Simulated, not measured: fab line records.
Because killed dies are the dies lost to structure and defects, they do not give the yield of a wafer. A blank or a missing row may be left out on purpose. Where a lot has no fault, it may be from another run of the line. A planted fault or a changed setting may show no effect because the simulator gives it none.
Chamber matching | flow n5Finfet | rieDiel-01 running N5_MOL_CONTACT_COAG_ETCHBACK_136: 4 sister chambers
The step etches SiO2 in CHF3, target depth 25 nm, time 16.7 s. 4 wafers are shown with their chamber, then 8 later ones without.

## WAFERS WITH THEIR CHAMBER
wafer  | chamber | rfVppV (V)
L083.5 | 2       | 510
L084.2 | 1       | 507
L084.6 | 3       | 527
L093.3 | 0       | 549

## WAFERS MISSING THEIR CHAMBER
wafer  | rfVppV (V)
L093.5 | 507
L093.6 | 527
L094.1 | 508
L094.3 | 526
L094.5 | 548
L095.3 | 511
L095.4 | 528
L095.5 | 529

## WHICH CHAMBER EACH ONE RAN IN
wafer  | from the rows above     | in truth
L093.5 | 1                       | 1
L093.6 | 3                       | 3
L094.1 | can't be placed: 1 or 2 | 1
L094.3 | 3                       | 3
L094.5 | 0                       | 0
L095.3 | 2                       | 2
L095.4 | 3                       | 3
L095.5 | 3                       | 3
Correctly placed: 7 of 8. Cannot be placed on the basis of these rows: 1; the candidates contain the true chamber in 1. Wrongly placed: 0.
How it was worked out, from the rows above alone: a wafer's distance from a chamber is the root of the sum, over the readings, of the square of ((its reading less the chamber's mean) divided by the reading's scatter). If the next closest chamber is less than 2 further off than the closest, the wafer can't be placed; otherwise it belongs to the closest. Each chamber's mean is taken over the wafers shown for it. The scatter (one wafer shown for each chamber): square how far every hidden wafer sits from the nearest shown wafer, average those squares and take the square root.
